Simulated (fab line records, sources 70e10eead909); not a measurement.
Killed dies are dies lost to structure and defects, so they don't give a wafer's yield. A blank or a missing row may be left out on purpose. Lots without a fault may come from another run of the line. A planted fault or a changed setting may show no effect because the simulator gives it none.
Chamber matching | flow nand_harc | NHARC_A_BONDPAD_ETCH_34 on rie_diel-03: 4 sister chambers
The step etches the open film in N2/H2, target depth 60 nm, overetch 18 nm, time 65.91 s. 8 wafers are shown with their chamber, then 8 later ones without.

WAFERS WITH THEIR CHAMBER
wafer  | chamber | drypump_motor_current_A (A) | rf_vpp_V (V)
L852.2 | 0       | 5.9                         | 427.7
L853.1 | 3       | 5.8                         | 433.8
L861.3 | 2       | 5.7                         | 432.2
L861.4 | 0       | 5.9                         | 425.9
L857.4 | 3       | 5.8                         | 435.4
L857.5 | 1       | 5.1                         | 433.4
L857.6 | 2       | 5.6                         | 430.9
L859.1 | 1       | 5.1                         | 433.9

WAFERS WITHOUT THEIR CHAMBER
wafer  | drypump_motor_current_A (A) | rf_vpp_V (V)
L859.4 | 5.7                         | 430.0
L859.5 | 5.8                         | 428.9
L863.2 | 5.9                         | 429.0
L863.3 | 5.8                         | 433.8
L863.5 | 5.1                         | 432.0
L865.2 | 5.9                         | 426.0
L865.4 | 5.8                         | 434.2
L865.5 | 5.7                         | 431.3

WHICH CHAMBER EACH WENT THROUGH
wafer  | from the rows above     | in truth
L859.4 | 2                       | 2
L859.5 | can't be placed: 0 or 2 | 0
L863.2 | 0                       | 0
L863.3 | 3                       | 3
L863.5 | 1                       | 1
L865.2 | 0                       | 0
L865.4 | 3                       | 3
L865.5 | 2                       | 2
Placed correctly: 7 of 8. Can't be placed from these rows: 1 (the true chamber is among the candidates in 1). Placed wrongly: 0.
How it was worked out, from the rows above alone: a wafer's distance from a chamber is the root of the sum, over the readings, of the square of ((its reading less the chamber's mean) divided by the reading's scatter). The wafer belongs to the nearest chamber; if the next one is less than 2 further off, it can't be placed. A chamber's mean is the mean of its shown wafers. The scatter: the root of (the sum of the squares of (reading less its chamber's mean) over the shown wafers, divided by (wafers less chambers)).
